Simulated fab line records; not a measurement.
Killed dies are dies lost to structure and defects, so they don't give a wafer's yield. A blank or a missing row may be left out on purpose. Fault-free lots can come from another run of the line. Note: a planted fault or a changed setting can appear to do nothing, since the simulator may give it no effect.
fab line records + flow n5Finfet
record
- lots=9
- wafers=27
- lastDay=19
route steps=1938 shown DUMMY_GATE@240 SPACER0@261 SD_EPI_N@262 BEOL_M4@1111
lots with no fault: from the same line, run without faults
startH: hours from the record's opening day to when the first of the lot's shown wafers began + waitH: time in hours since the lot's previous step + " repeats the value in the row above + L1.1+2: a single row standing in for several wafers + - value missing, or start not given + * or withheld: withheld + < > ~ a bound
route shown NAME@n: a module of which the file shows steps, and the number in the route of the first + usual: average and standard deviation across the fault-free wafers + same: alike in all rows + chamber/n: place in a boat + sites: readings site by site + _std_site: standard deviation of those values + _edge_site: inner sites' mean taken away from outer sites' mean + radiusMm: how far each site lies from the wafer's centre + mask NAME#n: copy n + behind: the last tool/chamber to shape the wafer + hold: what put the lot on hold/how long, in hours/how the hold closed + device: the n, p or np transistor that did not switch + end of line: the same wafers' tests at the end of the route + a step without rows: its recipe alone + killed: at the first sort, the dies lost to defects and structure; wafer yield is something else + map: dies across one wafer; x = killed, . = not, _ = none there
set.NAME: the setting the step ran with; set.NAME@STEP: the setting that earlier step ran with + model.NAME: the simulator's own value behind a step, which no gauge read
a sample of lots followed through the steps of the route, with each step as a table and each wafer as a row
services: from which hour (startH, from the record's first day; less than 0 if before it) a tool's chamber was out of use, for how many hours, and why
## steps
# step N5_DUMMY_GATE_TRIM_49
# recipe
- chemistry=O2
- resist=SOC
- timeS=29
- targetCdNm=14
- sourcePowerW=300
- biasPowerW=0
- O2_flow_sccm=100
- tempC=20
# usual
- drypumpMotorCurrentA=5.7/0.45
- heBacksideLeakSccm=2.9/0.46
- oesProductAu=0.999/0.014
- throttleValvePct=8.17/0.11
| lot.wafer | tool     | chamber | startH | waitH | drypumpMotorCurrentA | heBacksideLeakSccm | oesProductAu | rfHoursCounterH | throttleValvePct |
|-----------|----------|---------|--------|-------|----------------------|--------------------|--------------|-----------------|------------------|
| L323.1    | rieSi-03 | 2       | 59.22  | 0.0   | 6.2                  | 3.5                | 0.991        | 166             | 8.07             |
| L323.4    | "        | 1       | "      | "     | 5.7                  | 2.9                | 1.034        | 192             | 8.13             |
| L323.5    | "        | 3       | "      | "     | 4.9                  | 3.0                | 1.001        | -               | 7.91             |
| L324.2    | rieSi-02 | 2       | 65.19  | 0.0   | 6.0                  | 2.6                | 0.980        | 163             | 8.23             |
| L324.3    | "        | 0       | "      | "     | 5.2                  | 3.1                | 0.985        | 33              | 8.30             |
| L324.4    | "        | 0       | "      | "     | 5.2                  | 3.0                | 0.983        | -               | 8.30             |
| L328.2    | rieSi-02 | 2       | 88.50  | 0.0   | 6.0                  | 2.7                | 0.970        | 164             | 8.25             |
| L328.3    | "        | 0       | "      | "     | 5.2                  | 3.1                | 0.980        | 33              | 8.31             |
| L328.4    | "        | 3       | "      | "     | 6.2                  | 2.5                | 0.982        | 108             | 8.24             |
| L330.2    | rieSi-03 | 2       | 100.63 | 0.0   | 6.2                  | 3.8                | 0.990        | 167             | 8.06             |
| L330.3    | "        | 0       | "      | "     | 5.3                  | 2.6                | 1.019        | 103             | 8.25             |
| L330.5    | "        | 1       | "      | "     | 5.7                  | 2.8                | 1.014        | -               | 8.11             |
| L332.1    | rieSi-02 | 2       | 113.73 | 0.0   | 6.0                  | 2.5                | 0.989        | 164             | 8.24             |
| L332.2    | "        | 0       | "      | "     | 5.2                  | 3.1                | 0.977        | 34              | 8.30             |
| L332.5    | "        | 1       | "      | "     | 6.5                  | 3.5                | 1.013        | -               | 8.26             |
| L335.2    | rieSi-03 | 2       | 132.91 | 0.0   | 6.2                  | 3.2                | 0.987        | 168             | 8.06             |
| L335.3    | "        | 3       | "      | "     | 4.9                  | 2.8                | 0.999        | 64              | 7.92             |
| L335.6    | "        | 1       | "      | "     | 5.7                  | 2.9                | 1.023        | -               | 8.12             |
| L341.3    | rieSi-04 | 1       | 167.54 | 0.0   | 6.1                  | 2.5                | 1.011        | 2               | 8.25             |
| L341.4    | "        | 2       | "      | "     | 5.4                  | 2.3                | 1.011        | 33              | 7.96             |
| L341.6    | "        | 1       | "      | "     | 6.1                  | 2.5                | 1.007        | -               | 8.25             |
| L342.2    | rieSi-04 | 3       | 174.76 | 0.0   | 5.2                  | 2.6                | 0.987        | 36              | 8.06             |
| L342.3    | "        | 1       | "      | "     | 6.1                  | 2.5                | 0.994        | 3               | 8.25             |
| L342.5    | "        | 3       | "      | "     | 5.2                  | 2.8                | 0.992        | -               | 8.04             |
| L344.3    | rieSi-02 | 3       | 185.60 | 0.0   | 6.2                  | 2.5                | 1.001        | 110             | 8.21             |
| L344.5    | "        | 1       | "      | "     | 6.5                  | 3.4                | 1.014        | -               | 8.26             |
| L344.6    | "        | 2       | "      | "     | 6.0                  | 2.7                | 0.978        | -               | 8.24             |
# step N5_DUMMY_GATE_HM_OPEN_21
# recipe
- chemistry=CH3F/O2
- target=SiNx
- targetDepthA=1200
- Ar_flow_sccm=150
- CH3F_flow_sccm=30
- O2_flow_sccm=23
- timeS=171.4
- pressureMtorr=30
- sourceW=395
- biasW=73
- ionEnergyEv=120.7
# usual
- drypumpMotorCurrentA=5.6/0.47
- mfcArSccm=150.0/0.48
- oes_o_777_au=0.80/0.086
- oesProductAu=0.80/0.095
- rfVppV=301.4/2.1
- showerheadPlenumPTorr=2.02/0.087
- throttleValvePct=16.43/0.22
| lot.wafer | tool       | chamber | startH | waitH | drypumpMotorCurrentA | mfcArSccm | oes_o_777_au | oesProductAu | rfHoursCounterH | rfVppV | showerheadPlenumPTorr | throttleValvePct |
|-----------|------------|---------|--------|-------|----------------------|-----------|--------------|--------------|-----------------|--------|-----------------------|------------------|
| L323.1    | rieDiel-06 | 3       | 59.63  | 0.0   | 5.4                  | 149.7     | 0.96         | 0.97         | 2               | 303.9  | 2.16                  | 15.98            |
| L323.4    | "          | 1       | "      | "     | 5.1                  | 150.6     | 0.73         | 0.71         | 191             | 301.2  | 1.92                  | 16.71            |
| L323.5    | "          | 1       | "      | "     | 5.1                  | 150.7     | 0.73         | 0.72         | -               | 301.6  | 1.92                  | 16.69            |
| L324.2    | rieDiel-02 | 1       | 65.47  | 0.0   | 5.1                  | 149.3     | 0.73         | 0.74         | 193             | 301.0  | 2.09                  | 16.50            |
| L324.3    | "          | 2       | "      | "     | 5.7                  | 150.0     | 0.76         | 0.76         | 134             | 304.1  | 2.10                  | 16.27            |
| L324.4    | "          | 0       | "      | "     | 4.7                  | 149.2     | 0.70         | 0.69         | 215             | 302.6  | 2.09                  | 16.70            |
| L328.2    | rieDiel-03 | 1       | 88.78  | 0.0   | 5.6                  | 150.1     | 0.93         | 0.96         | 10              | 304.7  | 2.07                  | 16.30            |
| L328.3    | "          | 3       | "      | "     | 5.9                  | 150.4     | 0.77         | 0.76         | 143             | 298.6  | 2.02                  | 16.47            |
| L328.4    | "          | 2       | "      | "     | 6.4                  | 149.8     | 0.73         | 0.72         | 196             | 303.9  | 2.08                  | 16.66            |
| L330.2    | rieDiel-06 | 3       | 100.91 | 0.0   | 5.4                  | 150.9     | 0.92         | 0.94         | 14              | 303.6  | 2.15                  | 16.01            |
| L330.3    | "          | 1       | "      | "     | 5.1                  | 150.5     | 0.72         | 0.72         | 200             | 301.2  | 1.92                  | 16.71            |
| L330.5    | "          | 3       | "      | "     | 5.4                  | 150.6     | 0.93         | 0.94         | -               | 304.6  | 2.15                  | 16.02            |
| L332.1    | rieDiel-02 | 0       | 114.02 | 0.0   | 4.6                  | 150.2     | 0.69         | 0.69         | 229             | 301.0  | 2.08                  | 16.73            |
| L332.2    | "          | 1       | "      | "     | 5.0                  | 149.7     | 0.73         | 0.73         | 207             | 301.7  | 2.08                  | 16.53            |
| L332.5    | "          | 3       | "      | "     | 5.9                  | 149.7     | 0.76         | 0.76         | -               | 296.4  | 2.03                  | 16.19            |
| L335.2    | rieDiel-03 | 2       | 133.19 | 0.0   | 6.3                  | 150.1     | 0.72         | 0.71         | 210             | 302.4  | 2.08                  | 16.68            |
| L335.3    | "          | 3       | "      | "     | 5.9                  | 150.1     | 0.76         | 0.75         | 157             | 300.5  | 2.02                  | 16.49            |
| L335.6    | "          | 0       | "      | "     | 5.5                  | 149.4     | 0.78         | 0.78         | -               | 302.3  | 2.04                  | 16.49            |
| L341.3    | rieDiel-02 | 3       | 167.98 | 0.0   | 5.9                  | 150.8     | 0.75         | 0.74         | 140             | 297.4  | 2.02                  | 16.22            |
| L341.4    | "          | 2       | "      | "     | 5.6                  | 150.0     | 0.74         | 0.74         | 166             | 303.8  | 2.09                  | 16.31            |
| L341.6    | "          | 3       | "      | "     | 5.9                  | 150.5     | 0.75         | 0.73         | -               | 296.9  | 2.02                  | 16.21            |
| L342.2    | rieDiel-06 | 1       | 175.04 | 0.0   | 5.1                  | 150.1     | 0.71         | 0.69         | 221             | 302.3  | 1.91                  | 16.75            |
| L342.3    | "          | 2       | "      | "     | 6.2                  | 150.3     | 0.78         | 0.79         | 119             | 300.6  | 1.86                  | 16.36            |
| L342.5    | "          | 0       | "      | "     | 5.9                  | 151.0     | 0.93         | 0.93         | -               | 300.0  | 1.98                  | 16.38            |
| L344.3    | rieDiel-06 | 2       | 185.90 | 0.0   | 6.2                  | 149.3     | 0.77         | 0.79         | 122             | 297.9  | 1.86                  | 16.37            |
| L344.5    | "          | 1       | "      | "     | 5.1                  | 150.4     | 0.71         | 0.70         | -               | 302.0  | 1.91                  | 16.74            |
| L344.6    | "          | 0       | "      | "     | 5.9                  | 149.9     | 0.92         | 0.92         | -               | 299.3  | 1.98                  | 16.40            |
# step N5_SPACER0_INSPECT_04
# recipe
- inspectInstrument=darkfield
- mode=postDep
# usual
- rawDefectCount=129/31
| lot.wafer | tool             | chamber | startH | waitH | rawDefectCount |
|-----------|------------------|---------|--------|-------|----------------|
| L323.1    | defectInspect-01 | -       | 60.89  | 0.1   | 71             |
| L323.4    | "                | -       | "      | "     | 135            |
| L323.5    | "                | -       | "      | "     | 157            |
| L324.2    | defectInspect-01 | -       | 66.72  | 0.1   | 150            |
| L324.3    | "                | -       | "      | "     | 158            |
| L324.4    | "                | -       | "      | "     | 147            |
| L328.2    | defectInspect-01 | -       | 90.08  | 0.1   | 122            |
| L328.3    | "                | -       | "      | "     | 103            |
| L328.4    | "                | -       | "      | "     | 151            |
| L330.2    | defectInspect-01 | -       | 102.18 | 0.1   | 140            |
| L330.3    | "                | -       | "      | "     | 138            |
| L330.5    | "                | -       | "      | "     | 90             |
| L332.1    | defectInspect-01 | -       | 115.26 | 0.1   | 117            |
| L332.2    | "                | -       | "      | "     | 76             |
| L332.5    | "                | -       | "      | "     | 90             |
| L335.2    | defectInspect-01 | -       | 134.45 | 0.1   | 121            |
| L335.3    | "                | -       | "      | "     | 121            |
| L335.6    | "                | -       | "      | "     | 95             |
| L341.3    | defectInspect-02 | -       | 169.23 | 0.1   | 130            |
| L341.4    | "                | -       | "      | "     | 107            |
| L341.6    | "                | -       | "      | "     | 94             |
| L342.2    | defectInspect-01 | -       | 176.29 | 0.1   | 137            |
| L342.3    | "                | -       | "      | "     | 127            |
| L342.5    | "                | -       | "      | "     | 159            |
| L344.3    | defectInspect-01 | -       | 187.19 | 0.1   | 147            |
| L344.5    | "                | -       | "      | "     | 118            |
| L344.6    | "                | -       | "      | "     | 110            |
# step N5_SD_EPI_N_COAT_32
# recipe
- resist=SOC
- tempC=250
- timeS=60
- spinRpm=1500
- resistThkNm=350
# usual
- heaterPowerTotalW=500.5/1.8
- plateTempC=250.00/0.17
- spinSpeedRpm=1499.8/1.1
| lot.wafer | tool          | chamber | startH | waitH | heaterPowerTotalW | plateTempC | spinSpeedRpm |
|-----------|---------------|---------|--------|-------|-------------------|------------|--------------|
| L323.1    | lithoTrack-01 | 0       | 60.92  | 0.0   | 497.7             | 250.01     | 1500.5       |
| L323.4    | "             | 0       | "      | "     | 501.8             | 250.05     | 1498.2       |
| L323.5    | "             | 0       | "      | "     | 503.3             | 250.12     | 1499.8       |
| L324.2    | lithoTrack-05 | 0       | 66.75  | 0.0   | 498.9             | 250.13     | 1499.1       |
| L324.3    | "             | 0       | "      | "     | 500.9             | 250.08     | 1498.9       |
| L324.4    | "             | 0       | "      | "     | 499.6             | 249.87     | 1499.8       |
| L328.2    | lithoTrack-04 | 0       | 90.11  | 0.0   | 502.6             | 249.91     | 1501.1       |
| L328.3    | "             | 0       | "      | "     | 499.0             | 249.78     | 1501.3       |
| L328.4    | "             | 0       | "      | "     | 502.4             | 250.11     | 1500.9       |
| L330.2    | lithoTrack-01 | 0       | 102.21 | 0.0   | 501.1             | 249.78     | 1500.7       |
| L330.3    | "             | 0       | "      | "     | 500.7             | 250.04     | 1500.1       |
| L330.5    | "             | 0       | "      | "     | 501.0             | 249.92     | 1500.6       |
| L332.1    | lithoTrack-01 | 0       | 115.30 | 0.0   | 497.4             | 250.06     | 1500.8       |
| L332.2    | "             | 0       | "      | "     | 499.0             | 249.74     | 1497.5       |
| L332.5    | "             | 0       | "      | "     | 497.3             | 249.80     | 1501.3       |
| L335.2    | lithoTrack-05 | 0       | 134.48 | 0.0   | 502.5             | 249.94     | 1498.8       |
| L335.3    | "             | 0       | "      | "     | 502.3             | 249.83     | 1500.5       |
| L335.6    | "             | 0       | "      | "     | 498.7             | 249.87     | 1498.9       |
| L341.3    | lithoTrack-01 | 0       | 169.26 | 0.0   | 476.3             | 240.91     | 1497.0       |
| L341.4    | "             | 0       | "      | "     | 478.7             | 240.96     | 1500.7       |
| L341.6    | "             | 0       | "      | "     | 477.3             | 240.97     | 1498.4       |
| L342.2    | lithoTrack-05 | 0       | 176.32 | 0.0   | 499.6             | 249.91     | 1500.2       |
| L342.3    | "             | 0       | "      | "     | 499.3             | 250.13     | 1500.4       |
| L342.5    | "             | 0       | "      | "     | 498.5             | 250.11     | 1499.5       |
| L344.3    | lithoTrack-01 | 0       | 187.22 | 0.0   | 478.1             | 240.82     | 1496.4       |
| L344.5    | "             | 0       | "      | "     | 478.6             | 241.08     | 1497.4       |
| L344.6    | "             | 0       | "      | "     | 477.8             | 241.00     | 1499.6       |
# step N5_BEOL_M4_RC_MEAS_101
# usual
- DIBL_N=36.0/1.4
- DIBL_P=36.1/1.4
- IOFF_N=0.153/0.02
- IOFF_P=0.211/0.026
- ION_N=673/8.7
- ION_P=463/6.7
- SS_N=71.5/0.5
- SS_P=73.3/0.54
- VT_N=250.1/2.4
- VT_P=-250.2/2.9
| lot.wafer | tool      | chamber | startH | waitH | DIBL_N[mV/V] | DIBL_P[mV/V] | IOFF_N[nA/um] | IOFF_P[nA/um] | ION_N[uA/um] | ION_P[uA/um] | SS_N[mV/dec] | SS_P[mV/dec] | VT_N[mV] | VT_P[mV] |
|-----------|-----------|---------|--------|-------|--------------|--------------|---------------|---------------|--------------|--------------|--------------|--------------|----------|----------|
| L324.2    | prober-01 | 0       | 188.82 | 0.2   | 38.0         | 35.9         | 0.154         | 0.196         | 667          | 454          | 71.5         | 73.9         | 250.2    | -250.9   |
| L324.3    | "         | 0       | "      | "     | 37.3         | 34.0         | 0.138         | 0.168         | 668          | 448          | 71.7         | 72.9         | 249.0    | -253.1   |
| L324.4    | "         | 0       | "      | "     | 37.5         | 34.4         | 0.139         | 0.178         | 671          | 457          | 71.3         | 73.1         | 252.9    | -254.4   |
| L323.1    | prober-01 | 0       | 204.75 | 0.0   | 35.9         | 37.2         | 0.165         | 0.230         | 680          | 463          | 71.5         | 74.1         | 247.7    | -247.0   |
| L323.4    | "         | 0       | "      | "     | 34.6         | 35.3         | 0.135         | 0.205         | 672          | 465          | 71.2         | 73.6         | 252.1    | -247.1   |
| L323.5    | "         | 0       | "      | "     | 34.8         | 35.5         | 0.134         | 0.207         | 662          | 465          | 71.1         | 73.3         | 254.0    | -249.6   |
| L328.2    | prober-01 | 0       | 230.93 | 0.2   | 34.6         | 35.6         | 0.142         | 0.207         | 669          | 465          | 71.8         | 73.1         | 251.7    | -248.8   |
| L328.3    | "         | 0       | "      | "     | 34.5         | 34.9         | 0.141         | 0.189         | 669          | 454          | 71.3         | 73.5         | 252.4    | -252.2   |
| L328.4    | "         | 0       | "      | "     | 35.4         | 36.6         | 0.153         | 0.216         | 672          | 465          | 71.6         | 73.7         | 249.5    | -251.7   |
| L330.2    | prober-01 | 0       | 246.75 | 0.2   | 34.6         | 35.7         | 0.140         | 0.202         | 667          | 464          | 71.3         | 73.1         | 250.4    | -249.8   |
| L330.3    | "         | 0       | "      | "     | 34.2         | 35.0         | 0.127         | 0.192         | 671          | 464          | 70.6         | 73.6         | 252.5    | -248.7   |
| L330.5    | "         | 0       | "      | "     | 35.7         | 36.7         | 0.151         | 0.220         | 683          | 470          | 72.0         | 73.2         | 249.6    | -248.1   |
| L332.1    | prober-02 | 0       | 262.70 | 0.0   | 33.7         | 35.3         | 0.126         | 0.196         | 657          | 457          | 71.5         | 73.2         | 254.5    | -250.8   |
| L332.2    | "         | 0       | "      | "     | 34.2         | 35.4         | 0.141         | 0.199         | 685          | 462          | 71.2         | 73.5         | 253.0    | -251.9   |
| L332.5    | "         | 0       | "      | "     | 36.5         | 38.1         | 0.173         | 0.238         | 681          | 470          | 72.2         | 73.6         | 249.7    | -248.4   |
| L335.2    | prober-02 | 0       | 271.95 | 1.5   | 38.1         | 38.3         | 0.197         | 0.275         | 691          | 467          | 72.3         | 74.0         | 248.2    | -244.3   |
| L335.3    | "         | 0       | "      | "     | 35.8         | 35.9         | 0.165         | 0.225         | 683          | 473          | 72.1         | 73.4         | 246.7    | -250.4   |
| L335.6    | "         | 0       | "      | "     | 36.0         | 36.6         | 0.167         | 0.232         | 679          | 468          | 71.6         | 73.6         | 246.9    | -249.3   |
| L341.3    | prober-01 | 0       | 299.77 | 0.3   | 36.4         | 37.7         | 0.149         | 0.211         | 674          | 466          | 71.7         | 73.7         | 251.9    | -251.6   |
| L341.4    | "         | 0       | "      | "     | 35.9         | 36.6         | 0.147         | 0.201         | 670          | 463          | 72.0         | 72.8         | 250.3    | -251.4   |
| L341.6    | "         | 0       | "      | "     | 36.6         | 37.7         | 0.155         | 0.210         | 676          | 465          | 71.9         | 73.6         | 248.7    | -251.9   |
| L344.3    | prober-01 | 0       | 327.55 | 0.3   | 34.3         | 36.0         | 0.141         | 0.198         | 673          | 466          | 71.7         | 73.2         | 251.4    | -252.4   |
| L344.5    | "         | 0       | "      | "     | 33.8         | 35.2         | 0.135         | 0.188         | 665          | 460          | 71.2         | 73.0         | 251.8    | -251.7   |
| L344.6    | "         | 0       | "      | "     | 34.8         | 36.4         | 0.147         | 0.205         | 668          | 463          | 71.6         | 73.7         | 250.1    | -252.6   |
| L342.2    | prober-02 | 0       | 347.19 | 0.2   | 34.5         | 36.3         | 0.150         | 0.208         | 664          | 459          | 70.8         | 73.9         | 246.7    | -250.5   |
| L342.3    | "         | 0       | "      | "     | 33.6         | 33.6         | 0.121         | 0.162         | 659          | 449          | 70.5         | 73.1         | 250.9    | -253.8   |
| L342.5    | "         | 0       | "      | "     | 34.5         | 35.7         | 0.142         | 0.187         | 665          | 454          | 70.2         | 72.9         | 249.3    | -254.0   |
## services
| tool          | chamber | startH | hours | kind                        |
|---------------|---------|--------|-------|-----------------------------|
| rieDiel-06    | 1       | 40.80  | 2.8   | repair                      |
| rieSi-02      | 1       | 47.38  | 18.5  | repair                      |
| lithoTrack-01 | -       | 50.81  | -     | consumableReplace:filter    |
| rieDiel-06    | 0       | 60.37  | 12.3  | repair                      |
| rieDiel-06    | 0       | 72.68  | -     | clean                       |
| rieDiel-06    | 0       | 72.68  | -     | consumableReplace:focusRing |
| rieDiel-06    | 0       | 72.68  | 19.8  | scheduledDown               |
| rieDiel-06    | 0       | 72.68  | 19.8  | ventCycle                   |
| rieDiel-06    | 1       | 87.89  | 3.7   | repair                      |
| rieDiel-03    | 1       | 98.65  | 2.6   | repair                      |
| rieSi-02      | 3       | 98.89  | 5.2   | repair                      |
| rieDiel-03    | 1       | 111.75 | 7.1   | repair                      |
| rieDiel-03    | 0       | 112.81 | 4.5   | repair                      |
| rieSi-03      | 1       | 147.55 | -     | clean                       |
| rieSi-03      | 1       | 147.55 | 18.7  | scheduledDown               |
| rieSi-03      | 1       | 147.55 | 18.7  | ventCycle                   |
| rieDiel-02    | 0       | 177.29 | -     | clean                       |
| rieDiel-02    | 0       | 177.29 | -     | consumableReplace:focusRing |
| rieDiel-02    | 0       | 177.29 | 24.5  | scheduledDown               |
| rieDiel-02    | 0       | 177.29 | 24.5  | ventCycle                   |
## key
firstSign
- step=N5_SD_EPI_N_COAT_32
- reading=plateTempC
- direction=down
- sigmas=53
- usual=*
- struck=*
effect
- step=N5_SD_EPI_N_COAT_32
- reading=heaterPowerTotalW
- direction=down
- sigmas=12
- usual=*
- struck=*
metAt N5_SD_EPI_N_COAT_32
struckLots L341,L344
notActingAt N5_DUMMY_GATE_TRIM_49,N5_DUMMY_GATE_HM_OPEN_21,N5_SPACER0_INSPECT_04
onsetBetween 115.30 169.26
fault
- kind=processParameterDrift
- tool=lithoTrack-01
- chamber=-
- onsetH=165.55
- steps=N5_SD_EPI_N_COAT_32
- channel=tempC
- offset=*
- shape=step
- endH=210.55
- actsIn=*
- stated=*
